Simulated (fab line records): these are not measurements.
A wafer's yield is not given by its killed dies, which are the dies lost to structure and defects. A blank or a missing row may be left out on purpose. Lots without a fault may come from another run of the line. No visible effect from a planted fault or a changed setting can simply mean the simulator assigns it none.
Matching of chambers    flow n5_finfet    N5_BEOL_M2_CO_CAP_55 on cvd_co-01: 3 sister chambers
The step material Co, precursor CCTBA/H2, target thk 2 nm, time 102.1 s. 22 wafers are shown with their chamber, then 11 later ones without.

## WAFERS WITH THEIR CHAMBER
wafer   chamber  heater_power_w (W)  chamber_pressure_Torr (Torr)
L075.1  0        239                 30.00
L075.3  2        220                 30.01
L075.5  2        223                 29.93
L077.2  2        225                 30.00
L077.5  2        226                 30.01
L077.6  1        238                 29.89
L078.1  2        230                 30.12
L078.2  0        241                 30.00
L078.4  0        246                 30.08
L080.2  1        236                 30.07
L080.3  2        221                 30.00
L080.4  1        242                 30.04
L085.1  2        219                 30.10
L085.4  1        242                 29.99
L085.5  2        221                 30.05
L087.1  2        226                 29.93
L087.3  0        238                 30.03
L087.5  1        239                 29.98
L088.1  2        225                 29.94
L088.2  0        247                 29.96
L088.4  0        243                 30.06
L089.2  2        229                 29.95

SIGNATURES, as means of the wafers listed above
reading                chamber 0  chamber 1  chamber 2  scatter within a chamber
heater_power_w         242.33     239.40     224.09     3.44
chamber_pressure_Torr  30.0217    29.9940    30.0036    0.0613
Rule: a wafer's distance from a chamber is the root of the sum, over the readings, of the square of ((its reading less the chamber's mean) divided by the reading's scatter). The wafer belongs to the nearest chamber; if the next one is less than 2 further off, it can't be placed. The scatter is the square root of a quotient: the sum, over the shown wafers, of each reading's squared deviation from its chamber's mean, divided by wafers minus chambers.

## WAFERS MISSING THEIR CHAMBER
wafer   heater_power_w (W)  chamber_pressure_Torr (Torr)
L089.3  242                 30.01
L089.5  246                 29.96
L093.4  224                 29.92
L093.5  246                 29.91
L093.6  225                 29.88
L094.2  227                 30.00
L094.3  241                 30.06
L094.4  247                 30.01
L097.1  224                 29.98
L097.3  245                 29.95
L097.5  241                 29.96

## EACH ONE'S CHAMBER
wafer   from the rows above      in truth
L089.3  can't be placed: 0 or 1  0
L089.5  can't be placed: 0 or 1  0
L093.4  2                        2
L093.5  can't be placed: 0 or 1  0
L093.6  2                        2
L094.2  2                        2
L094.3  can't be placed: 0 or 1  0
L094.4  can't be placed: 0 or 1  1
L097.1  2                        2
L097.3  can't be placed: 0 or 1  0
L097.5  can't be placed: 1 or 0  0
Correctly placed: 4 of 11. Unplaceable from these rows: 7, with the true chamber sitting among the candidates in 7. Wrongly placed: 0.
